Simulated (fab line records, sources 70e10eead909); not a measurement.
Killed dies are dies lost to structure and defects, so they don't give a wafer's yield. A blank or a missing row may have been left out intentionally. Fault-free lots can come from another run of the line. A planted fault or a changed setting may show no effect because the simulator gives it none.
Matching of chambers :: flow nand-harc :: NHARC_A_M1_PRE_CLEAN_32 on pecvd-03: 3 sister chambers
The step time 12 s. 6 wafers are shown with their chamber, then 12 later ones without.

== WAFERS WITH THEIR CHAMBER ==
wafer: L087.3
chamber: 0
heater-power-w (W): 355

wafer: L091.5
chamber: 1
heater-power-w (W): 744

wafer: L091.6
chamber: 2
heater-power-w (W): 642

wafer: L090.2
chamber: 1
heater-power-w (W): 746

wafer: L090.3
chamber: 0
heater-power-w (W): 430

wafer: L090.4
chamber: 2
heater-power-w (W): 585

== WAFERS WITH NO CHAMBER GIVEN ==
wafer: L092.3
heater-power-w (W): 397

wafer: L092.5
heater-power-w (W): 377

wafer: L092.6
heater-power-w (W): 590

wafer: L093.1
heater-power-w (W): 637

wafer: L093.3
heater-power-w (W): 534

wafer: L093.6
heater-power-w (W): 398

wafer: L094.2
heater-power-w (W): 621

wafer: L094.4
heater-power-w (W): 611

wafer: L094.6
heater-power-w (W): 682

wafer: L097.2
heater-power-w (W): 442

wafer: L097.4
heater-power-w (W): 788

wafer: L097.6
heater-power-w (W): 606

== CHAMBER TAKEN BY EACH ==
wafer: L092.3
from the rows above: 0
in truth: 0

wafer: L092.5
from the rows above: 0
in truth: 0

wafer: L092.6
from the rows above: 2
in truth: 2

wafer: L093.1
from the rows above: 2
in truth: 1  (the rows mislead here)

wafer: L093.3
from the rows above: can't be placed: 2 or 0
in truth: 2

wafer: L093.6
from the rows above: 0
in truth: 0

wafer: L094.2
from the rows above: 2
in truth: 2

wafer: L094.4
from the rows above: 2
in truth: 2

wafer: L094.6
from the rows above: can't be placed: 1 or 2
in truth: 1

wafer: L097.2
from the rows above: 0
in truth: 0

wafer: L097.4
from the rows above: 1
in truth: 1

wafer: L097.6
from the rows above: 2
in truth: 2
9 of 12 placed correctly. Can't be placed from these rows: 2 (the true chamber is among the candidates in 2). Number placed wrongly: 1.
How it was worked out, from the rows above alone: a wafer's distance from a chamber is the root of the sum, over the readings, of the square of ((its reading less the chamber's mean) divided by the reading's scatter). The wafer belongs to the nearest chamber; if the next one is less than 2 further off, it can't be placed. For every chamber, the mean is computed from those of its wafers that are shown. The scatter: take each reading less its chamber's mean, square it, sum over the shown wafers, divide by the number of wafers less the number of chambers, and take the root.
